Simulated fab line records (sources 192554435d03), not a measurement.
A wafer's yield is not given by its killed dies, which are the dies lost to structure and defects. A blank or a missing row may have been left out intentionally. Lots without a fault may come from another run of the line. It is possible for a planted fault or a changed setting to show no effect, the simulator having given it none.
Matching of chambers | flow n5Finfet | rieDiel-05 running N5_GATE_CUT_ETCH_19: 4 sister chambers
The step etches SiNx in CH3F/O2, target depth 53.7 nm, time 76.7 s. 16 wafers are shown with their chamber, then 8 later ones without.

WAFERS PAIRED WITH THEIR CHAMBERS
wafer  | chamber | drypumpMotorCurrentA (A) | showerheadPlenumPTorr (Torr) | throttleValvePct (%)
L076.1 | 3       | 5.0                      | 1.97                         | 16.11
L076.3 | 0       | 5.5                      | 2.04                         | 15.76
L076.4 | 2       | 5.7                      | 2.06                         | 16.09
L080.1 | 3       | 5.0                      | 1.97                         | 16.10
L080.5 | 0       | 5.5                      | 2.04                         | 15.77
L080.6 | 3       | 5.0                      | 1.97                         | 16.12
L084.1 | 3       | 5.0                      | 1.96                         | 16.14
L084.2 | 2       | 5.7                      | 2.06                         | 16.11
L084.4 | 0       | 5.5                      | 2.04                         | 15.79
L085.2 | 0       | 5.5                      | 2.04                         | 15.79
L085.5 | 3       | 5.0                      | 1.96                         | 16.15
L085.6 | 0       | 5.5                      | 2.04                         | 15.81
L090.3 | 1       | 5.8                      | 1.89                         | 16.36
L090.5 | 1       | 5.8                      | 1.89                         | 16.37
L090.6 | 0       | 5.5                      | 2.03                         | 15.81
L092.1 | 2       | 5.6                      | 2.05                         | 16.15

SIGNATURES (averages over the wafers above)
reading               | chamber 0 | chamber 1 | chamber 2 | chamber 3 | scatter within a chamber
drypumpMotorCurrentA  | 5.500     | 5.800     | 5.667     | 5.000     | 0.0236
showerheadPlenumPTorr | 2.0383    | 1.8900    | 2.0567    | 1.9660    | 0.00474
throttleValvePct      | 15.7883   | 16.3650   | 16.1167   | 16.1240   | 0.0218
Rule: a wafer lies at a distance from a chamber equal to the root of the sum of squares, over the readings, of (its reading less the chamber's mean, divided by the reading's scatter). If the next closest chamber is less than 2 further off than the closest, the wafer can't be placed; otherwise it belongs to the closest. The scatter is the square root of a quotient: the sum, over the shown wafers, of each reading's squared deviation from its chamber's mean, divided by wafers minus chambers.

WAFERS MISSING THEIR CHAMBER
wafer  | drypumpMotorCurrentA (A) | showerheadPlenumPTorr (Torr) | throttleValvePct (%)
L092.3 | 5.5                      | 2.03                         | 15.82
L092.6 | 5.8                      | 1.89                         | 16.38
L096.1 | 5.0                      | 1.96                         | 15.66
L096.2 | 5.5                      | 2.03                         | 15.85
L096.6 | 5.5                      | 2.03                         | 15.85
L097.1 | 5.0                      | 1.96                         | 15.66
L097.3 | 5.5                      | 2.03                         | 15.85
L097.5 | 5.7                      | 2.05                         | 16.16

WHICH CHAMBER EACH WENT THROUGH
wafer  | from the rows above | in truth
L092.3 | 0                   | 0
L092.6 | 1                   | 1
L096.1 | 3                   | 3
L096.2 | 0                   | 0
L096.6 | 0                   | 0
L097.1 | 3                   | 3
L097.3 | 0                   | 0
L097.5 | 2                   | 2
Placed correctly: 8 of 8. Can't be placed from these rows: 0. Placed wrongly: 0.
